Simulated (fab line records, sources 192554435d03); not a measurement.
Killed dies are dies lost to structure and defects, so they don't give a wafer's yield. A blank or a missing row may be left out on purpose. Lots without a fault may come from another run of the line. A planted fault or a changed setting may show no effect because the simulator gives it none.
Chamber matching | flow n5_finfet | N5_BEOL_M0_SAQP_ETCH_73 on rie_diel-06: 4 sister chambers
The step etches SiARC in CF4, target depth 19.5 nm, time 32.5 s. 4 wafers are shown with their chamber, then 7 later ones without.

WAFERS WITH THEIR CHAMBER
wafer  | chamber | showerhead_plenum_p_Torr (Torr)
L083.5 | 2       | 2.06
L084.6 | 1       | 2.04
L093.1 | 0       | 2.23
L093.3 | 3       | 2.27

WAFERS WITHOUT THEIR CHAMBER
wafer  | showerhead_plenum_p_Torr (Torr)
L093.5 | 2.04
L095.1 | 2.23
L095.5 | 2.04
L095.6 | 2.23
L097.1 | 2.05
L097.3 | 2.04
L097.5 | 2.27

WHICH CHAMBER EACH WENT THROUGH
wafer  | from the rows above     | in truth
L093.5 | 1                       | 1
L095.1 | 0                       | 0
L095.5 | 1                       | 1
L095.6 | 0                       | 0
L097.1 | can't be placed: 1 or 2 | 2
L097.3 | 1                       | 1
L097.5 | 3                       | 3
Placed correctly: 6 of 7. Can't be placed from these rows: 1 (the true chamber is among the candidates in 1). Placed wrongly: 0.
How it was worked out, from the rows above alone: a wafer's distance from a chamber is the root of the sum, over the readings, of the square of ((its reading less the chamber's mean) divided by the reading's scatter). The wafer belongs to the nearest chamber; if the next one is less than 2 further off, it can't be placed. A chamber's mean is the mean of its shown wafers. The scatter: with one shown wafer a chamber, the root of the mean of the squares of how far each hidden wafer lies from its nearest shown one.
